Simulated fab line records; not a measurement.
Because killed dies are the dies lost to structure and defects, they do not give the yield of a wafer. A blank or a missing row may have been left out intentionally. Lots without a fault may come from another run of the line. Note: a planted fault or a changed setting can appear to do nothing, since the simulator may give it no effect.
A lot that was struck, set against a sound lot / flow n5Finfet / 27 out of 1938 route steps
Sound: the wafers L193.2, L193.4, L193.6. Struck: wafer L207.4 (left out: L207.3, L207.6 of the same lot, which were not struck); the cause appears at the end.
Per side, at each step with rows, come the tool, then ch with its chambers, and then its first start. Under that, the readings that differ: sound wafers / struck wafers / difference of the means / sigmas: that difference in standard deviations of wafers without a fault.
alike: readings with means less than 2 such deviations apart, plus words and numbers identical on both sides. not compared: withheld readings, readings lacking a value on some wafer, bounds such as >300 that could conceal the same value, and numbers that have no deviation in the record and whose values overlap.
Wherever a step has rows on one side only, a row that says differs or no value, or a row with sigmas, the two part there. Non-overlapping numbers with no deviation appear without sigmas and do not part them. Lack of a reading on every wafer of one side parts them only where that side has two or more wafers.

N5_BEOL_M5_ANNEAL_51: time 90 s.
  sound on rtpAnneal-02 ch 0, day 10 04:54; struck on rtpAnneal-01 ch 0, day 13 15:07
  alike: wafer_temp_C_max
then, 1 step without rows for these wafers: N5_BEOL_M5_CMP_52 (polishes, stops on SiCOH lowk, t overpolish 6.9 s, target thk 62 nm).
N5_BEOL_M5_THK_MEAS_53: measures by xrf.
  sound on filmMetro-01, day 10 05:27; struck on filmMetro-02, day 13 15:37
  alike: M5_THK
then, 3 steps without rows for these wafers: N5_BEOL_M5_PRE_CLEAN_77 (time 15 s); N5_BEOL_M5_CO_CAP_78 (material Co, precursor CCTBA/H2, target thk 2 nm, time 102.1 s); N5_BEOL_M5_PRE_CLEAN_55 (time 15 s).
N5_BEOL_M5_DEP_56: deposits SiCN from 3MS/NH3, target thk 8 nm, time 14 s.
  sound on pecvd-01 ch 0,1, day 10 05:39; struck on pecvd-04 ch 1, day 13 15:50
  alike: showerheadPlenumPTorr, throttleValvePct
  not compared: sinceWetCleanH
N5_BEOL_M5_RS_MEAS_57: the measuring method here is four-point-probe.
  sound on filmMetro-01, day 10 05:44; struck on filmMetro-02, day 13 15:54
reading=M5_RS (ohm/sq); sound=0.369 0.369 0.384; struck=0.406; difference=+0.032; sigmas=+2
N5_BEOL_M5_INSPECT_58: inspects for defects (darkfield).
  sound on defectInspect-01, day 10 05:46; struck on defectInspect-02, day 13 15:55
  alike: rawDefectCount
then, 1 step without rows for these wafers: N5_BEOL_M6_ILD_DEP_00 (deposits SiCOH lowk from DEMS/porogen, target thk 179.75 nm, time 33.4 s).
N5_BEOL_M6_CURE_74: cures SiCOH lowk, time 240 s.
  sound on uvCure-02 ch 2, day 10 05:57; struck on uvCure-02 ch 0, day 13 16:11
  alike: lampPowerPct, wafer_temp_C_max
N5_BEOL_M6_THK_MEAS_01:
  sound on filmMetro-01, day 10 06:23; struck on filmMetro-02, day 13 16:32
  alike: M6_ILD_THK
N5_BEOL_M6_PECVD_70: deposits SiO2 from TEOS/O2, target thk 20 nm, time 22.7 s.
  sound on pecvd-04 ch 0,2, day 10 06:25; struck on pecvd-02 ch 2, day 13 16:34
  alike: heaterPowerOuterW, heaterPowerW, showerheadPlenumPTorr, throttleValvePct
  not compared: sinceWetCleanH
N5_BEOL_M6_HM_DEP_02: deposits TiN, target thk 20 nm.
  sound on pvdSputter-03, day 10 06:54; struck on pvdSputter-03, day 13 17:07
  alike: throttleValvePct
then, 8 steps without rows for these wafers: N5_BEOL_M6_COAT_59 (time 60 s, resist thk 100 nm); N5_BEOL_M6_COAT_60 (time 60 s, resist thk 35 nm); N5_BEOL_M6_COAT_05 (resist thk 90 nm); N5_BEOL_M6_EBR_07; N5_BEOL_M6_SOFTBAKE_06 (time 60 s); N5_BEOL_M6_EXPOSE_08 (exposes mask M6); N5_BEOL_M6_PEB_09 (peb time 60 s); N5_BEOL_M6_DEVELOP_10 (develop time 30 s).
N5_BEOL_M6_CD_MEAS_11: target cd 38.5 nm.
  sound on cdSem-03 ch 0, day 10 07:24; struck on cdSem-03 ch 0, day 13 17:37
  alike: cdNm
N5_BEOL_M6_OVL_MEAS_12:
  sound on overlay-01 ch 0, day 10 07:26; struck on overlay-01 ch 0, day 13 17:38
  alike: M6_OVL
N5_BEOL_M6_INSPECT_13: inspects for defects (brightfield).
  sound on defectInspect-02, day 10 07:28; struck on defectInspect-01, day 13 17:40
reading=rawDefectCount; sound=353 290 361; struck=1006; difference=+671; sigmas=+7
N5_BEOL_M6_DESCUM_16: chemistry O2, time 7.9 s.
  sound on rieDiel-05 ch 0,1, day 10 07:29; struck on rieDiel-05 ch 3, day 13 17:42
  alike: biasPowerW, drypumpMotorCurrentA, oesProductAu, rfVppV, showerheadPlenumPTorr, throttleValvePct
  not compared: rfHoursCounterH
-- a jump in the record: the struck wafers' starts before and after are 4 days apart (it breaks off in module BEOL_M6 and resumes in module PASSIVATION, where the first step shown is number 1936 of the route) --
N5_PASSIVATION_PROBE_49:
  only the struck wafers here have rows in the record (prober-02, day 17 23:17); the sound ones have none

WHERE THEY PART
First at N5_BEOL_M5_RS_MEAS_57; last, within this record, at N5_PASSIVATION_PROBE_49.

WHY: whatever the simulator had introduced
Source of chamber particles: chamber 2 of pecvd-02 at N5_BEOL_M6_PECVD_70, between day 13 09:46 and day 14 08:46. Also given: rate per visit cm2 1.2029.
